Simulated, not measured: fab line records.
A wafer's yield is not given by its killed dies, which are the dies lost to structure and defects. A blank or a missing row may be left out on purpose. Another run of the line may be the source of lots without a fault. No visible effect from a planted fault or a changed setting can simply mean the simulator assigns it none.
Matching of chambers / flow n5Finfet / 4 sister chambers for N5_BEOL_M3_ETCH_64 on rieDiel-05
The step etches SOC in N2/H2, target depth 75 nm, overetch 15 nm, time 112.5 s. 8 wafers are shown with their chamber, then 10 later ones without.

== WAFERS WITH THEIR CHAMBER ==
wafer=L081.1; chamber=3; drypumpMotorCurrentA (A)=5.6; showerheadPlenumPTorr (Torr)=2.66
wafer=L083.1; chamber=3; drypumpMotorCurrentA (A)=5.6; showerheadPlenumPTorr (Torr)=2.65
wafer=L083.2; chamber=1; drypumpMotorCurrentA (A)=5.7; showerheadPlenumPTorr (Torr)=2.58
wafer=L086.2; chamber=0; drypumpMotorCurrentA (A)=6.2; showerheadPlenumPTorr (Torr)=2.40
wafer=L086.3; chamber=2; drypumpMotorCurrentA (A)=5.0; showerheadPlenumPTorr (Torr)=2.65
wafer=L086.4; chamber=1; drypumpMotorCurrentA (A)=5.7; showerheadPlenumPTorr (Torr)=2.58
wafer=L088.1; chamber=2; drypumpMotorCurrentA (A)=5.0; showerheadPlenumPTorr (Torr)=2.64
wafer=L088.2; chamber=0; drypumpMotorCurrentA (A)=6.1; showerheadPlenumPTorr (Torr)=2.40

== WAFERS WHOSE CHAMBER IS MISSING ==
wafer=L088.5; drypumpMotorCurrentA (A)=6.1; showerheadPlenumPTorr (Torr)=2.40
wafer=L092.1; drypumpMotorCurrentA (A)=6.2; showerheadPlenumPTorr (Torr)=2.40
wafer=L092.2; drypumpMotorCurrentA (A)=5.0; showerheadPlenumPTorr (Torr)=2.64
wafer=L092.5; drypumpMotorCurrentA (A)=5.6; showerheadPlenumPTorr (Torr)=2.65
wafer=L094.2; drypumpMotorCurrentA (A)=5.6; showerheadPlenumPTorr (Torr)=2.65
wafer=L094.5; drypumpMotorCurrentA (A)=5.6; showerheadPlenumPTorr (Torr)=2.65
wafer=L094.6; drypumpMotorCurrentA (A)=6.2; showerheadPlenumPTorr (Torr)=2.40
wafer=L095.1; drypumpMotorCurrentA (A)=6.2; showerheadPlenumPTorr (Torr)=2.40
wafer=L095.3; drypumpMotorCurrentA (A)=5.7; showerheadPlenumPTorr (Torr)=2.57
wafer=L095.4; drypumpMotorCurrentA (A)=5.0; showerheadPlenumPTorr (Torr)=2.64

== EACH ONE'S CHAMBER ==
wafer=L088.5; from the rows above=0; in truth=0
wafer=L092.1; from the rows above=0; in truth=0
wafer=L092.2; from the rows above=2; in truth=2
wafer=L092.5; from the rows above=3; in truth=3
wafer=L094.2; from the rows above=3; in truth=3
wafer=L094.5; from the rows above=3; in truth=3
wafer=L094.6; from the rows above=0; in truth=0
wafer=L095.1; from the rows above=0; in truth=0
wafer=L095.3; from the rows above=1; in truth=1
wafer=L095.4; from the rows above=2; in truth=2
Correct placement for 10 of the 10. Not placeable from these rows: 0. Placed wrongly: 0.
How it was worked out, from the rows above alone: a wafer's distance from a chamber is the root of the sum, over the readings, of the square of ((its reading less the chamber's mean) divided by the reading's scatter). The wafer belongs to the nearest chamber; if the next one is less than 2 further off, it can't be placed. Each chamber's mean is taken over the wafers shown for it. The scatter: take each reading less its chamber's mean, square it, sum over the shown wafers, divide by the number of wafers less the number of chambers, and take the root.
